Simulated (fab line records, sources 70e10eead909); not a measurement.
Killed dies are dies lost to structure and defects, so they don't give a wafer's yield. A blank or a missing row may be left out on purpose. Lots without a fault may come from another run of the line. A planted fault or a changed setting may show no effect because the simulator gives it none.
Chamber matching | flow nand_harc | NHARC_A_CONTACT_ETCH_98 on rie_diel-10: 4 sister chambers
The step etches the open film in C4F6/O2, target depth 20 nm, time 10 s. 20 wafers are shown with their chamber, then 10 later ones without.

WAFERS WITH THEIR CHAMBER
wafer  | chamber | showerhead_plenum_p_Torr (Torr) | drypump_motor_current_A (A) | rf_vpp_V (V)
L309.3 | 3       | 3.94                            | 6.4                         | 549
L309.4 | 0       | 4.10                            | 5.7                         | 551
L309.5 | 1       | 3.65                            | 6.2                         | 542
L308.3 | 2       | 3.97                            | 5.8                         | 548
L308.4 | 0       | 4.10                            | 5.7                         | 550
L308.6 | 2       | 3.97                            | 5.8                         | 548
L311.1 | 1       | 3.65                            | 6.2                         | 541
L311.4 | 0       | 4.10                            | 5.7                         | 550
L311.6 | 3       | 3.94                            | 6.4                         | 548
L313.1 | 1       | 3.65                            | 6.1                         | 540
L313.2 | 3       | 3.94                            | 6.4                         | 547
L313.6 | 2       | 3.97                            | 5.8                         | 547
L310.1 | 3       | 3.94                            | 6.4                         | 549
L310.2 | 2       | 3.97                            | 5.8                         | 548
L310.4 | 0       | 4.10                            | 5.8                         | 551
L314.1 | 0       | 4.09                            | 5.7                         | 552
L314.4 | 3       | 3.93                            | 6.4                         | 547
L314.5 | 0       | 4.10                            | 5.7                         | 549
L317.3 | 3       | 3.93                            | 6.4                         | 547
L317.5 | 2       | 3.96                            | 5.8                         | 548

SIGNATURES (means of the wafers above)
reading                  | chamber 0 | chamber 1 | chamber 2 | chamber 3 | scatter within a chamber
showerhead_plenum_p_Torr | 4.0983    | 3.6500    | 3.9680    | 3.9367    | 0.00431
drypump_motor_current_A  | 5.717     | 6.167     | 5.800     | 6.400     | 0.0306
rf_vpp_V                 | 550.50    | 541.00    | 547.80    | 547.83    | 0.906
Rule: a wafer's distance from a chamber is the root of the sum, over the readings, of the square of ((its reading less the chamber's mean) divided by the reading's scatter). The wafer belongs to the nearest chamber; if the next one is less than 2 further off, it can't be placed. The scatter: the root of (the sum of the squares of (reading less its chamber's mean) over the shown wafers, divided by (wafers less chambers)).

WAFERS WITHOUT THEIR CHAMBER
wafer  | showerhead_plenum_p_Torr (Torr) | drypump_motor_current_A (A) | rf_vpp_V (V)
L317.6 | 3.93                            | 6.4                         | 547
L323.1 | 3.96                            | 5.8                         | 548
L323.3 | 3.96                            | 5.8                         | 546
L323.6 | 4.09                            | 5.7                         | 550
L330.1 | 3.92                            | 6.4                         | 546
L330.2 | 3.95                            | 5.8                         | 548
L330.3 | 4.21                            | 6.2                         | 553
L331.1 | 4.21                            | 6.2                         | 553
L331.5 | 4.21                            | 6.2                         | 552
L331.6 | 3.95                            | 5.8                         | 548

WHICH CHAMBER EACH WENT THROUGH
wafer  | from the rows above | in truth
L317.6 | 3                   | 3
L323.1 | 2                   | 2
L323.3 | 2                   | 2
L323.6 | 0                   | 0
L330.1 | 3                   | 3
L330.2 | 2                   | 2
L330.3 | 0                   | 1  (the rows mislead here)
L331.1 | 0                   | 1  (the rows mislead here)
L331.5 | 0                   | 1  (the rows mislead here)
L331.6 | 2                   | 2
Placed correctly: 7 of 10. Can't be placed from these rows: 0. Placed wrongly: 3.
